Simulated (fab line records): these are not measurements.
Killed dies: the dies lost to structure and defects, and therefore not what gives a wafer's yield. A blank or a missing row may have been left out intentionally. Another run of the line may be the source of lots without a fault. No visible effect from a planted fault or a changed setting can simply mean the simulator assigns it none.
Chamber matching	flow n5-finfet	N5_BEOL_M11_PECVD_70 on pecvd-04: 3 sister chambers
The step deposits SiO2 from TEOS/O2, target thk 20 nm, time 22.7 s. 3 wafers are shown with their chamber, then 11 later ones without.

== WAFERS, EACH WITH ITS CHAMBER ==
wafer	chamber	throttle-valve-pct (%)
L086.4	0	25.5
L086.6	2	22.0
L089.2	1	22.3

== WAFERS WITHOUT THEIR CHAMBER ==
wafer	throttle-valve-pct (%)
L089.4	22.1
L089.6	22.2
L091.1	25.4
L091.3	22.0
L091.6	25.5
L095.1	22.0
L095.3	22.1
L095.6	25.5
L094.1	22.3
L094.4	25.2
L094.5	22.0

== WHICH CHAMBER EACH ONE RAN IN ==
wafer	from the rows above	in truth
L089.4	can't be placed: 2 or 1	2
L089.6	can't be placed: 1 or 2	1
L091.1	0	0
L091.3	2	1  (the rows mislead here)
L091.6	0	0
L095.1	2	2
L095.3	can't be placed: 2 or 1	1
L095.6	0	0
L094.1	1	1
L094.4	0	0
L094.5	2	2
Correct placement for 7 of the 11. These rows do not allow placing 3 (true chamber among the candidates in 3). Wrongly placed: 1.
How it was worked out, from the rows above alone: a wafer's distance from a chamber is the root of the sum, over the readings, of the square of ((its reading less the chamber's mean) divided by the reading's scatter). If the next closest chamber is less than 2 further off than the closest, the wafer can't be placed; otherwise it belongs to the closest. For every chamber, the mean is computed from those of its wafers that are shown. The scatter (one wafer shown for each chamber): square how far every hidden wafer sits from the nearest shown wafer, average those squares and take the square root.
